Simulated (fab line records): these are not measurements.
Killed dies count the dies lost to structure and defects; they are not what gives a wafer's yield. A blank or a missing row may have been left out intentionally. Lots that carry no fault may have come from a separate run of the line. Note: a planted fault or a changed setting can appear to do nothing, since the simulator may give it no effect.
fab line records	flow n5Finfet
record: lots: 6	wafers: 18	lastDay: 17
route steps=1938 shown DUMMY_GATE@250 SPACER0@258 SD_EPI_N@262 BEOL_M4@1111
lots that met no fault: from a run of the same line without faults
startH: start of the lot's first displayed wafer, in hours after the record's first day	waitH: hours from the lot's prior step to this one	" unchanged from the row above	L1.1+2: several wafers, shown together as one row	- value missing, or start not given	* or withheld: withheld	< > ~ a bound
route shown NAME@n: names a module that has steps shown in the file, with the first one's number in the route	usual: mean and standard deviation over wafers with no fault	same: alike in all rows	chamber/n: place in a boat	sites: per-site readings	_std_site: standard deviation across them	_edge_site: the outer-site mean with the inner-site mean subtracted	radiusMm: for every site, how far away it sits from the centre of the wafer	mask NAME#n: copy n	behind: the last tool/chamber to shape the wafer	hold: why the lot went on hold/how many hours it stayed there/how the hold came to an end	device: names the non-switching transistor (n, p or np)	end of line: at the end of the route, the tests of the same wafers	a step without rows: its recipe alone	killed: not the wafer's yield, but the dies lost to structure and defects at the first sort	map: the dies of a wafer, with x for killed, . for not killed, _ for no die there
set.NAME: the setting the step ran with; set.NAME@STEP: the setting that earlier step ran with	model.NAME: the simulator's own value behind a step, which no gauge read
a table for each step, a row for each wafer; lots at some steps of the route
services: when a tool's chamber went out of use (startH, in hours from the record's first day, below 0 if earlier), for how many hours, and the reason
== steps ==
step: N5_DUMMY_GATE_ETCH_42
recipe: chemistry: CHF3/O2	target: SiO2	targetDepthA: 35	timeS: 31	ionEnergyEv: 30	biasW: 12	pressureMtorr: 30	sourceW: 600	Ar_flow_sccm: 200	CHF3_flow_sccm: 50	O2_flow_sccm: 5
usual: drypumpMotorCurrentA: 6.0/0.38	oesProductAu: 0.79/0.079	rfFwdPowerW: 594.0/2.1	rfVppV: 42.5/0.87	showerheadPlenumPTorr: 2.40/0.079	throttleValvePct: 18.86/0.23
lot.wafer	tool	chamber	startH	waitH	drypumpMotorCurrentA	oesProductAu	rfFwdPowerW	rfHoursCounterH	rfVppV	showerheadPlenumPTorr	throttleValvePct
L511.1	rieDiel-01	1	87.73	0.0	6.3	0.96	594.3	5	41.0	2.36	18.85
L511.3	"	3	"	"	6.0	0.75	591.4	150	41.1	2.41	18.83
L511.5	"	0	"	"	5.9	0.80	593.0	-	42.1	2.43	18.82
L514.2	rieDiel-02	3	112.32	0.0	5.3	0.85	598.4	54	43.3	2.35	18.87
L514.3	"	1	"	"	5.9	0.83	594.1	78	42.6	2.35	18.71
L514.5	"	1	"	"	5.9	0.84	593.4	-	41.8	2.35	18.72
L519.1	rieDiel-03	2	136.43	0.3	5.9	0.71	594.5	204	43.0	2.40	19.15
L519.2	"	0	"	"	5.8	0.86	590.9	54	43.1	2.44	18.88
L519.6	"	2	"	"	6.0	0.71	590.8	-	43.1	2.40	19.18
L521.3	rieDiel-02	3	151.92	0.0	5.3	0.85	599.4	65	42.6	2.34	18.86
L521.5	"	1	"	"	5.9	0.82	595.6	-	42.8	2.34	18.74
L521.6	"	0	"	"	6.5	0.68	594.2	-	42.7	2.48	18.88
L522.1	rieDiel-01	2	155.03	0.2	5.5	0.68	588.8	249	42.9	2.46	19.25
L522.2	"	3	"	"	6.0	0.74	596.0	169	42.1	2.41	18.86
L522.4	"	0	"	"	5.9	0.78	594.1	122	41.4	2.42	18.85
L526.1	rieDiel-03	1	180.34	0.0	6.2	0.76	593.7	129	43.3	2.23	18.73
L526.5	"	2	"	"	5.9	0.70	590.7	-	42.0	2.40	19.18
L526.6	"	3	"	"	5.6	0.84	593.1	-	43.6	2.55	18.29
step: N5_DUMMY_GATE_STRIP_48
recipe: chemistry: N2/H2	timeS: 20	powerW: 100	tempC: 40	pressureMtorr: 100	rfFrequencyHz: 6e+07	biasPowerW: 3	n2FlowSccm: 300	h2FlowSccm: 300
usual: drypumpMotorCurrentA: 6.0/0.38	h2FlowSccm: 300.0/0.85	oesProductAu: 0.79/0.079	rfVppV: 45.2/0.81	showerheadPlenumPTorr: 3.37/0.11	throttleValvePct: 12.27/0.28
lot.wafer	tool	chamber	startH	waitH	drypumpMotorCurrentA	h2FlowSccm	oesProductAu	rfHoursCounterH	rfVppV	showerheadPlenumPTorr	throttleValvePct
L511.1	rieDiel-01	1	87.77	0.0	6.3	299.3	0.96	5	45.4	3.31	12.07
L511.3	"	3	"	"	6.0	300.3	0.76	150	46.3	3.37	12.21
L511.5	"	0	"	"	5.9	300.7	0.81	-	45.7	3.41	12.21
L514.2	rieDiel-02	3	112.36	0.0	5.3	300.8	0.85	54	45.3	3.30	12.17
L514.3	"	1	"	"	5.9	299.8	0.83	78	44.5	3.29	12.13
L514.5	"	1	"	"	5.9	299.2	0.84	-	44.2	3.29	12.15
L519.1	rieDiel-03	2	136.48	0.0	5.9	299.8	0.71	204	45.6	3.36	12.57
L519.2	"	0	"	"	5.8	299.6	0.84	54	44.6	3.42	12.32
L519.6	"	2	"	"	5.9	299.9	0.71	-	46.7	3.36	12.57
L521.3	rieDiel-02	3	151.97	0.0	5.3	300.1	0.84	65	44.8	3.29	12.21
L521.5	"	1	"	"	5.9	300.2	0.83	-	44.1	3.28	12.16
L521.6	"	0	"	"	6.5	299.1	0.69	-	44.3	3.47	12.40
L522.1	rieDiel-01	2	155.08	0.0	5.5	299.6	0.67	249	46.0	3.45	12.86
L522.2	"	3	"	"	6.0	301.5	0.74	169	44.2	3.36	12.25
L522.4	"	0	"	"	5.9	301.0	0.78	122	46.3	3.40	12.25
L526.1	rieDiel-03	1	180.38	0.0	6.2	300.1	0.77	129	45.3	3.13	12.18
L526.5	"	2	"	"	5.9	300.3	0.69	-	44.8	3.35	12.59
L526.6	"	3	"	"	5.6	300.3	0.85	-	44.7	3.57	11.71
step: N5_DUMMY_GATE_PRECLEAN_33
recipe: chemistry: dHF	timeS: 10	dilution: 750:1	tempC: 25
step: N5_DUMMY_GATE_PRECLEAN_25
recipe: chemistry: O3/DIW	timeS: 45	tempC: 22	o3Ppm: 10
step: N5_DUMMY_GATE_PRECLEAN_51
recipe: chemistry: SC2	timeS: 45	tempC: 35	mix: 1:1:50
step: N5_DUMMY_GATE_SRD_26
recipe: dry: ipaMarangoni	timeS: 30	tempC: 23	rinseLiquid: diw
step: N5_DUMMY_GATE_UV_OZONE_45
recipe: timeS: 120	pressureTorr: 760	tempC: 25
step: N5_DUMMY_GATE_INSPECT_27
recipe: inspectInstrument: brightfield	mode: aei
usual: rawDefectCount: 311/86
lot.wafer	tool	chamber	startH	waitH	rawDefectCount
L511.1	defectInspect-01	-	87.96	0.0	255
L511.3	"	-	"	"	367
L511.5	"	-	"	"	540
L514.2	defectInspect-02	-	112.55	0.0	206
L514.3	"	-	"	"	238
L514.5	"	-	"	"	229
L519.1	defectInspect-01	-	136.67	0.0	366
L519.2	"	-	"	"	233
L519.6	"	-	"	"	251
L521.3	defectInspect-02	-	152.16	0.0	267
L521.5	"	-	"	"	239
L521.6	"	-	"	"	223
L522.1	defectInspect-02	-	155.27	0.0	214
L522.2	"	-	"	"	203
L522.4	"	-	"	"	247
L526.1	defectInspect-02	-	180.58	0.0	422
L526.5	"	-	"	"	374
L526.6	"	-	"	"	278
step: N5_SPACER0_ALD_07
recipe: material: SiNx	targetThkA: 20	tempC: 400	aldPrecursorFamily: SiH2I2	aldCoReactant: N2/H2-plasma	pressureTorr: 2
usual: heaterPowerW: 868/92
lot.wafer	tool	chamber	startH	waitH	heaterPowerW
L511.1	aldSin-04	2	88.00	0.0	956
L511.3	"	0	"	"	911
L511.5	"	0	"	"	913
L514.2	aldSin-04	2	112.59	0.0	952
L514.3	"	0	"	"	933
L514.5	"	1	"	"	787
L519.1	aldSin-01	1	136.91	0.2	864
L519.2	"	3	"	"	836
L519.6	"	1	"	"	870
L521.3	aldSin-01	1	153.07	0.9	864
L521.5	"	2	"	"	742
L521.6	"	1	"	"	834
L522.1	aldSin-02	3	155.43	0.2	803
L522.2	"	1	"	"	849
L522.4	"	2	"	"	823
L526.1	aldSin-02	3	180.61	0.0	803
L526.5	"	3	"	"	802
L526.6	"	1	"	"	852
step: N5_SPACER0_ALD_00
recipe: material: SiOCN	targetThkA: 35	tempC: 400	aldPrecursorFamily: alkyl-aminosilane	aldCoReactant: O2/N2-plasma	pulseTimeS: 3	purgeTimeS: 2	coReactantPurgeTimeS: 2	aldCycles: 58	pressureTorr: 2
usual: heaterPowerW: 869/91	precursorPulseHeightRel: 1.003/0.019
lot.wafer	tool	chamber	startH	waitH	heaterPowerW	precursorPulseHeightRel
L511.1	aldSin-04	2	88.15	0.1	986	1.014
L511.3	"	0	"	"	941	1.023
L511.5	"	0	"	"	917	1.016
L514.2	aldSin-04	2	112.74	0.1	998	1.036
L514.3	"	0	"	"	906	0.963
L514.5	"	1	"	"	806	1.006
L519.1	aldSin-01	1	137.07	0.1	860	1.001
L519.2	"	3	"	"	852	0.978
L519.6	"	1	"	"	857	1.019
L521.3	aldSin-01	1	153.22	0.1	834	1.030
L521.5	"	2	"	"	763	1.019
L521.6	"	1	"	"	863	0.954
L522.1	aldSin-02	3	155.58	0.1	818	1.007
L522.2	"	1	"	"	838	1.036
L522.4	"	2	"	"	839	0.986
L526.1	aldSin-02	3	180.77	0.1	840	0.985
L526.5	"	3	"	"	804	1.001
L526.6	"	1	"	"	846	1.006
step: N5_SPACER0_ALD_08
recipe: material: SiNx	targetThkA: 20	tempC: 400	aldPrecursorFamily: SiH2I2	aldCoReactant: N2/H2-plasma	pressureTorr: 2
usual: heaterPowerW: 869/91
lot.wafer	tool	chamber	startH	waitH	heaterPowerW
L511.1	aldSin-04	2	88.41	0.1	982
L511.3	"	0	"	"	924
L511.5	"	0	"	"	915
L514.2	aldSin-04	2	113.00	0.1	964
L514.3	"	0	"	"	928
L514.5	"	1	"	"	785
L519.1	aldSin-01	1	137.32	0.1	844
L519.2	"	3	"	"	856
L519.6	"	1	"	"	881
L521.3	aldSin-01	1	153.48	0.1	834
L521.5	"	2	"	"	755
L521.6	"	1	"	"	850
L522.1	aldSin-02	3	155.84	0.1	803
L522.2	"	1	"	"	836
L522.4	"	2	"	"	812
L526.1	aldSin-02	3	181.02	0.1	819
L526.5	"	3	"	"	813
L526.6	"	1	"	"	866
step: N5_SPACER0_INSPECT_04
recipe: inspectInstrument: darkfield	mode: postDep
usual: rawDefectCount: 145/38
lot.wafer	tool	chamber	startH	waitH	rawDefectCount
L511.1	defectInspect-01	-	88.56	0.1	125
L511.3	"	-	"	"	146
L511.5	"	-	"	"	216
L514.2	defectInspect-02	-	113.16	0.1	81
L514.3	"	-	"	"	108
L514.5	"	-	"	"	101
L519.1	defectInspect-02	-	137.48	0.1	160
L519.2	"	-	"	"	99
L519.6	"	-	"	"	118
L521.3	defectInspect-02	-	153.65	0.1	155
L521.5	"	-	"	"	156
L521.6	"	-	"	"	127
L522.1	defectInspect-02	-	156.00	0.1	118
L522.2	"	-	"	"	114
L522.4	"	-	"	"	110
L526.1	defectInspect-02	-	181.18	0.1	214
L526.5	"	-	"	"	175
L526.6	"	-	"	"	153
step: N5_SD_EPI_N_COAT_32
recipe: resist: SOC	tempC: 250	timeS: 60	spinRpm: 1500	resistThkNm: 350
usual: exhaustPa: 45.0/0.91	heaterPowerTotalW: 500.4/1.8	plateTempC: 250.02/0.2
lot.wafer	tool	chamber	startH	waitH	exhaustPa	heaterPowerTotalW	plateTempC
L511.1	lithoTrack-01	0	88.60	0.0	44.4	498.0	249.68
L511.3	"	0	"	"	44.7	503.0	250.08
L511.5	"	0	"	"	45.1	498.0	249.56
L514.2	lithoTrack-02	0	113.19	0.0	46.0	503.1	250.06
L514.3	"	0	"	"	43.6	503.4	249.94
L514.5	"	0	"	"	45.7	499.2	250.05
L519.1	lithoTrack-02	0	137.52	0.0	44.3	847.1	269.10
L519.2	"	0	"	"	45.4	847.5	269.29
L519.6	"	0	"	"	44.0	846.5	269.38
L521.3	lithoTrack-02	0	153.68	0.0	45.8	847.7	269.19
L521.5	"	0	"	"	44.6	848.5	269.10
L521.6	"	0	"	"	44.3	849.5	269.00
L522.1	lithoTrack-05	0	156.03	0.0	46.3	498.6	250.29
L522.2	"	0	"	"	45.4	503.1	250.10
L522.4	"	0	"	"	45.4	502.2	250.32
L526.1	lithoTrack-01	0	181.21	0.0	44.7	502.3	249.99
L526.5	"	0	"	"	45.9	502.1	249.69
L526.6	"	0	"	"	46.1	502.5	249.91
step: N5_SD_EPI_N_COAT_33
recipe: resist: SiARC	tempC: 220	timeS: 60	spinRpm: 1500	resistThkNm: 35
step: N5_BEOL_M4_RC_MEAS_101
usual: DIBL_N: 35.8/1.5	DIBL_P: 35.8/1.7	IOFF_N: 0.151/0.022	IOFF_P: 0.204/0.027	ION_N: 673/8.6	ION_P: 462/5.4	SS_N: 71.4/0.54	SS_P: 73.3/0.56	VT_N: 250.5/2.6	VT_P: -251/3.1
lot.wafer	tool	chamber	startH	waitH	DIBL_N[mV/V]	DIBL_P[mV/V]	IOFF_N[nA/um]	IOFF_P[nA/um]	ION_N[uA/um]	ION_P[uA/um]	SS_N[mV/dec]	SS_P[mV/dec]	VT_N[mV]	VT_P[mV]
L511.1	prober-01	0	215.69	0.0	34.5	33.9	0.128	0.189	653	454	71.4	72.8	253.5	-253
L511.3	"	0	"	"	34.4	34.0	0.131	0.204	666	463	71.6	72.8	251.6	-250
L511.5	"	0	"	"	35.5	35.2	0.143	0.216	664	458	71.8	73.4	252.8	-249
L514.2	prober-02	0	235.40	0.2	37.7	36.1	0.172	0.232	688	468	72.0	73.9	246.9	-248
L514.3	"	0	"	"	36.6	35.4	0.158	0.226	675	468	71.0	73.9	250.1	-249
L514.5	"	0	"	"	37.9	36.0	0.177	0.229	683	467	71.5	73.4	247.4	-248
L519.1	prober-01	0	273.80	0.0	36.1	36.5	0.168	0.217	685	467	71.4	72.8	247.0	-248
L519.2	"	0	"	"	34.9	34.6	0.141	0.194	674	456	71.4	73.0	251.7	-250
L519.6	"	0	"	"	37.2	37.1	0.168	0.222	691	474	71.2	72.9	247.8	-250
L521.3	prober-01	0	278.07	0.3	35.6	34.3	0.131	0.181	668	462	71.0	72.7	252.2	-252
L521.5	"	0	"	"	35.3	34.1	0.130	0.174	658	453	70.7	72.9	253.3	-251
L521.6	"	0	"	"	37.0	36.2	0.151	0.195	661	456	71.8	73.0	251.5	-253
L522.1	prober-02	0	293.83	0.0	31.6	32.1	0.116	0.161	668	458	70.9	72.9	254.1	-254
L522.2	"	0	"	"	31.5	31.7	0.112	0.161	670	457	70.5	72.4	254.8	-254
L522.4	"	0	"	"	32.0	32.4	0.121	0.170	671	458	71.5	72.2	253.6	-251
L526.1	prober-02	0	303.88	0.0	37.8	38.2	0.170	0.205	669	462	71.7	73.0	248.0	-255
L526.5	"	0	"	"	36.2	36.3	0.138	0.181	669	457	71.2	73.0	252.0	-254
L526.6	"	0	"	"	33.4	32.8	0.105	0.142	665	452	71.3	72.4	254.4	-258
== services ==
tool	chamber	startH	hours	kind
aldSin-02	-	67.02	28.1	pm
aldSin-04	-	70.00	6.0	pm
rieDiel-02	-	82.58	1.0	repair
aldSin-02	-	95.12	14.0	pm
aldSin-02	0	95.12	14.0	ventCycle
aldSin-02	1	95.12	14.0	ventCycle
aldSin-02	2	95.12	14.0	ventCycle
aldSin-02	3	95.12	14.0	ventCycle
aldSin-02	0	109.12	-	clean
aldSin-02	1	109.12	-	clean
aldSin-02	2	109.12	-	clean
aldSin-02	3	109.12	-	clean
aldSin-02	-	111.00	0.6	repair
aldSin-02	-	120.21	6.1	pm
aldSin-04	2	143.47	6.4	repair
aldSin-04	3	165.82	4.6	repair
aldSin-04	-	176.75	14.0	pm
aldSin-04	0	176.75	14.0	ventCycle
aldSin-04	1	176.75	14.0	ventCycle
aldSin-04	2	176.75	14.0	ventCycle
aldSin-04	3	176.75	14.0	ventCycle
aldSin-02	0	179.37	81.3	repair
== key ==
firstSign: step: N5_SD_EPI_N_COAT_32	reading: heaterPowerTotalW	direction: up	sigmas: 99+	usual: *	struck: *
effect: step: N5_SD_EPI_N_COAT_32	reading: plateTempC	direction: up	sigmas: 97	usual: *	struck: *
metAt N5_SD_EPI_N_COAT_32
struckWafers L519.1,L519.2,L519.6,L521.3,L521.5,L521.6
rowsEnd L519.1,L519.2,L519.6,L521.3,L521.5,L521.6
onsetBetween 113.19 137.52
fault: kind: processParameterDrift	tool: lithoTrack-02	chamber: -	onsetH: 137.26	steps: N5_SD_EPI_N_COAT_32	channel: tempC	offset: *	shape: step	actsIn: *	stated: *
rowsEnd: these wafers met a further fault down the route, and their rows from its step on are left out
